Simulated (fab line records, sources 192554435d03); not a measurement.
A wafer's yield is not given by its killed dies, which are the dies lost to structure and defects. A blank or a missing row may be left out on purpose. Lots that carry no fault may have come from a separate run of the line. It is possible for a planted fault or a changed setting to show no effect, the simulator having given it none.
Which tool was responsible? -- flow n5 finfet -- 13 lots with 38 wafers sampled at 6 steps, on a route of 1938 steps

== WHAT THE GAUGES SHOWED, per wafer ==
N5_BEOL_M4_RC_MEAS_101.
lot,measured,on,DIBL_N (mV/V),DIBL_P (mV/V),IOFF_N (nA/um),IOFF_P (nA/um),ION_N (uA/um),ION_P (uA/um),SS_N (mV/dec),SS_P (mV/dec),VT_N (mV),VT_P (mV)
L298,day 8 07:52,prober-02,36.7 37.2 35.3,36.3 36.8 34.4,0.153 0.171 0.142,0.21 0.23 0.18,667 673 666,459 459 461,71.6 71.7 71.2,72.7 73.6 72.6,251 250 252,-252 -249 -251
L299,day 8 17:17,prober-01,37.9 37.5 35.9,38.4 37.2 36.3,0.208 0.182 0.166,0.24 0.23 0.22,696 671 688,472 461 474,72.1 71.8 70.9,73.4 73.3 73.4,245 247 247,-247 -248 -249
L301,day 9 03:11,prober-01,33.4 34.5 38.2,31.3 33.0 37.4,0.106 0.128 0.184,0.17 0.19 0.25,662 681 683,458 469 470,70.5 71.2 72.4,72.4 73.6 74.7,255 252 248,-253 -251 -248
L300,day 9 02:08,prober-02,34.0 36.0 33.7,33.8 37.2 33.5,0.141 0.186 0.142,0.19 0.26 0.19,683 685 678,462 468 465,71.2 71.9 70.4,72.1 73.3 72.3,250 245 249,-250 -246 -250
L302,day 9 07:03,prober-02,36.1 37.1 35.4,34.7 34.5 32.9,0.165 0.181 0.140,0.21 0.20 0.18,674 694 678,460 468 464,72.0 72.9 71.3,72.9 73.0 72.6,248 248 251,-251 -252 -252
L303,day 9 06:25,prober-01,32.8 30.9 34.8,32.8 30.8 34.6,0.124 0.101 0.152,0.17 0.14 0.19,669 638 676,460 444 460,71.5 69.9 71.7,72.4 71.8 72.7,251 256 247,-251 -255 -252
L304,day 10 00:43,prober-01,36.2 37.4 35.3,37.5 38.2 36.8,0.178 0.200 0.169,0.24 0.24 0.22,685 684 686,470 469 475,71.6 71.5 70.8,72.9 73.6 72.9,246 245 247,-247 -246 -250
L307,day 10 08:38,prober-01,34.8 36.7 36.9,33.6 35.2 35.2,0.122 0.161 0.152,0.17 0.18 0.19,652 677 675,450 459 450,71.1 71.2 71.0,73.1 73.7 72.9,255 248 253,-256 -256 -256
L309,day 10 18:20,prober-02,34.3 36.0,32.8 35.0,0.128 0.170,0.16 0.20,664 689,452 464,70.4 71.7,73.3 73.6,251 246,-253 -251
L312,day 12 04:06,prober-02,35.6 35.3,35.3 36.2,0.153 0.148,0.18 0.20,667 676,459 465,70.9 70.3,73.2 73.6,250 250,-250 -252
L318,day 13 17:22,prober-01,34.4 33.9 36.7,34.9 34.4 37.3,0.137 0.128 0.166,0.18 0.18 0.21,666 659 675,456 456 459,71.0 71.1 71.2,72.7 72.4 73.2,251 252 250,-253 -255 -253
L319,day 14 00:05,prober-02,31.0 36.2 37.6,29.9 35.2 38.5,0.093 0.162 0.201,0.14 0.20 0.26,657 678 679,459 460 464,69.6 71.8 71.5,71.6 73.4 73.3,255 248 249,-254 -250 -248
L321,day 14 08:04,prober-02,36.7 37.4 35.5,38.3 38.4 37.9,0.173 0.189 0.159,0.21 0.22 0.21,680 674 683,466 461 462,72.6 71.5 72.3,73.2 73.3 72.8,247 246 249,-251 -251 -250

== TOOL THAT RAN EACH LOT (tool first, then ch and the chambers of the sampled wafers, then the start) ==
lot,N5_SPACER0_ALD_07,N5_SDB_DESCUM_16,N5_SDB_ALD_29,N5_DUMMY_REMOVAL_HM_STRIP_01,N5_HKMG_FIN_HK_ALD_01
L298,"ald sin-03 ch 2,3, day 2 23:27","rie diel-01 ch 1,3, day 3 16:29","ald sin-04 ch 0,2, day 3 17:18","rie diel-04 ch 0,1, day 3 20:26","ald hk-02 ch 2,3, day 3 20:59"
L299,"ald sin-04 ch 0,1,3, day 3 09:02","rie diel-06 ch 0,2,3, day 4 02:01","ald sin-04 ch 1,2,3, day 4 03:12","rie diel-05 ch 0,1,3, day 4 06:25","ald hk-01 ch 0,1,2, day 4 06:59"
L301,"ald sin-01 ch 1,2,3, day 3 18:49","rie diel-01 ch 1,2, day 4 13:10","ald sin-04 ch 1,2,3, day 4 14:36","rie diel-05 ch 1,2, day 4 17:42","ald hk-02 ch 1,2,3, day 4 18:16"
L300,"ald sin-03 ch 1,3, day 3 20:53","rie diel-03 ch 0,2,3, day 4 14:33","ald sin-01 ch 0,3, day 4 15:23","rie diel-05 ch 1,2, day 4 18:28","ald hk-01 ch 0,2,3, day 4 19:01"
L302,"ald sin-04 ch 0,1,2, day 4 02:39","rie diel-01 ch 0,3, day 4 20:10","ald sin-01 ch 0,2,3, day 4 20:58","rie diel-02 ch 1,2,3, day 5 00:04","ald hk-01 ch 0,1, day 5 00:37"
L303,"ald sin-03 ch 0,2,3, day 4 07:53","rie diel-03 ch 0,2,3, day 5 02:52","ald sin-04 ch 0,1,2, day 5 03:54","rie diel-05 ch 1,2, day 5 06:59","ald hk-02 ch 1,2,3, day 5 07:32"
L304,"ald sin-04 ch 0,2,3, day 4 12:21","rie diel-01 ch 0,1,3, day 5 06:31","ald sin-04 ch 0,1,2, day 5 07:42","rie diel-02 ch 1,2,3, day 5 10:58","ald hk-01 ch 0,1, day 5 11:31"
L307,"ald sin-01 ch 0,1, day 5 06:41","rie diel-03 ch 0,1,3, day 5 23:52","ald sin-01 ch 0,1,3, day 6 01:01","rie diel-02 ch 0,1, day 6 04:10","ald hk-02 ch 0,1,3, day 6 04:44"
L309,"ald sin-03 ch 0,1, day 5 19:22","rie diel-03 ch 0,1, day 6 12:53","ald sin-01 ch 0,1, day 6 15:01","rie diel-02 ch 0,3, day 6 16:46","ald hk-01 ch 0,3, day 6 17:27"
L312,"ald sin-03 ch 0,2,3, day 6 12:44","rie diel-06 ch 0,1, day 7 06:34","ald sin-04 ch 0,3, day 7 07:35","rie diel-04 ch 0,1, day 7 10:47","ald hk-01 ch 1, day 7 11:23"
L318,"ald sin-01 ch 2,3, day 8 06:16","rie diel-03 ch 0,1,2, day 9 00:25","ald sin-02 ch 0,1,3, day 9 01:15","rie diel-05 ch 2,3, day 9 04:20","ald hk-02 ch 0,1,2, day 9 04:53"
L319,"ald sin-04 ch 1,2, day 8 07:49","rie diel-06 ch 0,1,3, day 9 03:55","ald sin-02 ch 0,2,3, day 9 04:53","rie diel-02 ch 0,2, day 9 07:59","ald hk-02 ch 1,2,3, day 9 08:32"
L321,"ald sin-04 ch 0,2,3, day 8 23:34","rie diel-03 ch 0,1,3, day 9 17:32","ald sin-02 ch 0,2,3, day 9 18:20","rie diel-05 ch 0,1,2, day 9 21:26","ald hk-01 ch 0,1,3, day 9 21:59"
- N5_SPACER0_ALD_07: deposits SiNx, target thk 2 nm.
- N5_SDB_DESCUM_16: chemistry O2, time 7.9 s.
- N5_SDB_ALD_29: deposits SiNx, target thk 30 nm, pulse time 1 s, ald cycles 600.
- N5_DUMMY_REMOVAL_HM_STRIP_01: strips SiNx in CH3F/O2, stops on poly-Si, target depth 4 nm, time 6.8 s.
- N5_HKMG_FIN_HK_ALD_01: deposits HfO2, target thk 1.6 nm, pulse time 3 s, purge time 3 s.

== WHAT THE TOOLS THEMSELVES READ (means of the sampled wafers that have a number; where no wafer has one, the mark that the record gives instead) ==
N5_SPACER0_ALD_07.
lot,tool,heater power outer w (W),heater power w (W)
L298,ald sin-03,480,736
L299,ald sin-04,545,862
L301,ald sin-01,576,867
L300,ald sin-03,507,873
L302,ald sin-04,556,930
L303,ald sin-03,467,757
L304,ald sin-04,520,855
L307,ald sin-01,567,922
L309,ald sin-03,489,837
L312,ald sin-03,468,764
L318,ald sin-01,569,849
L319,ald sin-04,601,986
L321,ald sin-04,535,849

N5_SDB_DESCUM_16.
lot,tool,bias power w (W),drypump motor current A (A),oes product au (a.u.),rf vpp V (V),showerhead plenum p Torr (Torr),throttle valve pct (%)
L298,rie diel-01,19.99,6.1,0.70,242.4,2.04,20.28
L299,rie diel-06,19.99,5.8,0.71,242.2,2.08,20.50
L301,rie diel-01,20.03,5.6,0.76,242.0,2.05,20.10
L300,rie diel-03,20.02,5.4,0.90,242.5,2.11,20.42
L302,rie diel-01,20.00,6.5,0.74,244.4,2.17,20.43
L303,rie diel-03,20.08,5.4,0.89,243.6,2.11,20.43
L304,rie diel-01,19.96,6.2,0.73,242.5,2.11,20.30
L307,rie diel-03,19.97,5.6,0.83,243.5,2.12,20.37
L309,rie diel-03,19.93,5.3,0.82,244.6,2.15,20.27
L312,rie diel-06,20.05,6.0,0.72,244.7,2.17,20.51
L318,rie diel-03,20.03,5.2,0.81,243.8,2.14,20.44
L319,rie diel-06,20.03,5.9,0.78,244.2,2.20,20.51
L321,rie diel-03,19.99,5.5,0.80,244.1,2.10,20.39

N5_SDB_ALD_29.
lot,tool,heater power outer w (W),heater power w (W),precursor pulse height rel
L298,ald sin-04,512,846,0.975
L299,ald sin-04,587,904,1.017
L301,ald sin-04,585,930,0.996
L300,ald sin-01,565,897,1.001
L302,ald sin-01,580,913,1.020
L303,ald sin-04,562,918,0.979
L304,ald sin-04,557,930,1.035
L307,ald sin-01,538,850,1.001
L309,ald sin-01,564,894,0.970
L312,ald sin-04,488,786,0.986
L318,ald sin-02,487,792,0.996
L319,ald sin-02,482,789,0.989
L321,ald sin-02,480,796,1.001

N5_DUMMY_REMOVAL_HM_STRIP_01.
lot,tool,bias w (W),drypump motor current A (A),oes product au (a.u.),rf vpp V (V),showerhead plenum p Torr (Torr),throttle valve pct (%)
L298,rie diel-04,28.96,5.7,0.62,127.9,2.01,16.25
L299,rie diel-05,28.98,5.8,0.61,126.8,2.03,16.49
L301,rie diel-05,29.06,5.5,0.72,127.4,2.03,16.15
L300,rie diel-05,28.89,5.5,0.72,127.2,2.03,16.15
L302,rie diel-02,28.98,5.2,0.60,128.7,2.05,16.33
L303,rie diel-05,28.99,5.5,0.72,127.0,2.03,16.15
L304,rie diel-02,29.03,5.2,0.60,128.5,2.05,16.33
L307,rie diel-02,28.91,5.1,0.57,128.1,1.99,16.39
L309,rie diel-02,28.91,5.3,0.58,128.1,1.98,16.43
L312,rie diel-04,28.99,5.7,0.74,128.3,1.99,16.15
L318,rie diel-05,29.06,5.5,0.72,127.1,2.01,16.16
L319,rie diel-02,28.99,5.4,0.73,128.4,2.08,15.95
L321,rie diel-05,29.03,5.7,0.64,127.7,2.04,16.38

N5_HKMG_FIN_HK_ALD_01.
lot,tool,precursor pulse height rel
L298,ald hk-02,1.001
L299,ald hk-01,0.989
L301,ald hk-02,0.999
L300,ald hk-01,1.008
L302,ald hk-01,0.980
L303,ald hk-02,0.996
L304,ald hk-01,0.997
L307,ald hk-02,0.991
L309,ald hk-01,0.980
L312,ald hk-01,0.965
L318,ald hk-02,1.020
L319,ald hk-02,1.011
L321,ald hk-01,1.010

== THE ANSWER, worked out from the rows above alone ==
Rule: the usual values come from the lots themselves. The widest of any qualifying gaps counts: lots, ordered by their means at a reading, are off when they make up no more than a third of the lots, leave a main group of 4 or more, and stand apart from it by 3 or more times the standard deviation of that group's means. The tables above print the reading to a certain number of digits; a main group whose means all agree to those digits is not used. A lot without any number at a reading at which 4 lots or more have one is off too. Where the step has rows for the other lots, those lots are counted as sound. Order of review: gauges by route order, followed by the tools' own readings, for which a lot's mean as printed above is used. At the first step where some lot is off, the reading lying furthest off is the one used; lots without a number count as furthest.
None of the lots is off at any reading shown; this tells nothing.

== WHAT HAD BEEN PUT IN BY THE SIMULATOR ==
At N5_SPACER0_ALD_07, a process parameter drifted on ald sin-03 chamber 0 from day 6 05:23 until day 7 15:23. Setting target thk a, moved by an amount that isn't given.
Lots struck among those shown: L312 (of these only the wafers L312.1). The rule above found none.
